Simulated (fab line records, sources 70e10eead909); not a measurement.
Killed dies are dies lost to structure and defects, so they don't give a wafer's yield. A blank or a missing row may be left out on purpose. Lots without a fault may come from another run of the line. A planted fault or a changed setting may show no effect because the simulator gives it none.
Chamber matching | flow nand_harc | NHARC_A_CHANNEL_FILL_D1_ALD_25 on ald_hk-04: 4 sister chambers
The step deposits SiOx, target thk 60 nm, pulse time 10 s, ald cycles 600. 8 wafers are shown with their chamber, then 7 later ones without.

WAFERS WITH THEIR CHAMBER
wafer  | chamber | heater_power_w (W) | precursor_pulse_height_rel
L371.6 | 2       | 466                | 1.019
L373.1 | 0       | 476                | 1.006
L373.6 | 3       | 406                | 1.016
L375.2 | 3       | 400                | 1.002
L375.4 | 1       | 456                | 1.032
L375.5 | 0       | 477                | 1.020
L376.1 | 1       | 458                | 1.062
L376.3 | 2       | 459                | 1.005

WAFERS WITHOUT THEIR CHAMBER
wafer  | heater_power_w (W) | precursor_pulse_height_rel
L376.4 | 388                | 1.026
L381.2 | 451                | 0.970
L381.3 | 461                | 1.009
L381.4 | 473                | 1.006
L386.2 | 469                | 1.053
L386.4 | 446                | 0.997
L386.5 | 391                | 1.024

WHICH CHAMBER EACH WENT THROUGH
wafer  | from the rows above          | in truth
L376.4 | 3                            | 3
L381.2 | can't be placed: 2 or 1      | 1
L381.3 | 2                            | 2
L381.4 | can't be placed: 0 or 2      | 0
L386.2 | can't be placed: 2 or 1 or 0 | 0
L386.4 | can't be placed: 1 or 2      | 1
L386.5 | 3                            | 3
Placed correctly: 3 of 7. Can't be placed from these rows: 4 (the true chamber is among the candidates in 4). Placed wrongly: 0.
How it was worked out, from the rows above alone: a wafer's distance from a chamber is the root of the sum, over the readings, of the square of ((its reading less the chamber's mean) divided by the reading's scatter). The wafer belongs to the nearest chamber; if the next one is less than 2 further off, it can't be placed. A chamber's mean is the mean of its shown wafers. The scatter: the root of (the sum of the squares of (reading less its chamber's mean) over the shown wafers, divided by (wafers less chambers)).
